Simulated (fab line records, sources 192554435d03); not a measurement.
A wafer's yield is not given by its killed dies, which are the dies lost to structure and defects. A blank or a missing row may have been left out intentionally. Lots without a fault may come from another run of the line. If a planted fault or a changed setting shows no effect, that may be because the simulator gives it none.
Matching of chambers -- flow n5_finfet -- N5_BEOL_M0_DEP_125 on pecvd-04: 3 sister chambers
The step deposits SiCN from 3MS/NH3, target thk 8 nm, time 14 s. 14 wafers are shown with their chamber, then 7 later ones without.

== WAFERS, EACH WITH ITS CHAMBER ==
wafer,chamber,throttle_valve_pct (%),showerhead_plenum_p_Torr (Torr),rf_fwd_power_W (W)
L076.1,0,9.3,3.616,199.4
L076.3,1,9.1,3.671,199.3
L076.5,2,10.9,3.660,198.2
L077.1,1,9.2,3.659,198.8
L077.5,2,10.8,3.671,199.5
L077.6,1,8.9,3.667,198.3
L085.2,0,9.3,3.614,200.0
L085.5,1,9.1,3.670,199.9
L085.6,0,9.4,3.604,198.2
L087.3,0,9.5,3.610,199.0
L087.5,1,9.3,3.667,200.2
L087.6,2,10.7,3.673,199.5
L088.1,1,8.9,3.658,200.5
L088.2,0,9.3,3.613,200.0

SIGNATURES (averages over the wafers above)
reading,chamber 0,chamber 1,chamber 2,scatter within a chamber
throttle_valve_pct,9.360,9.083,10.800,0.128
showerhead_plenum_p_Torr,3.61140,3.66533,3.66800,0.00555
rf_fwd_power_W,199.320,199.500,199.067,0.8
Rule: for a wafer and a chamber, the distance is found by dividing, reading by reading, the gap between the wafer's reading and the chamber's mean by the reading's scatter, squaring, summing and taking the root. If the next closest chamber is less than 2 further off than the closest, the wafer can't be placed; otherwise it belongs to the closest. The scatter: take each reading less its chamber's mean, square it, sum over the shown wafers, divide by the number of wafers less the number of chambers, and take the root.

== WAFERS WITHOUT THEIR CHAMBER ==
wafer,throttle_valve_pct (%),showerhead_plenum_p_Torr (Torr),rf_fwd_power_W (W)
L088.3,9.4,3.616,201.0
L092.1,9.1,3.675,199.7
L092.4,9.2,3.619,198.7
L092.5,9.3,3.620,199.4
L095.3,9.0,3.669,199.7
L095.5,8.1,3.662,199.6
L095.6,9.4,3.625,199.0

== EACH ONE'S CHAMBER ==
wafer,from the rows above,in truth
L088.3,0,0
L092.1,1,1
L092.4,0,0
L092.5,0,0
L095.3,1,1
L095.5,1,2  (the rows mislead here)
L095.6,0,0
Correctly placed: 6 of 7. From these rows, 0 cannot be placed. Placed wrongly: 1.
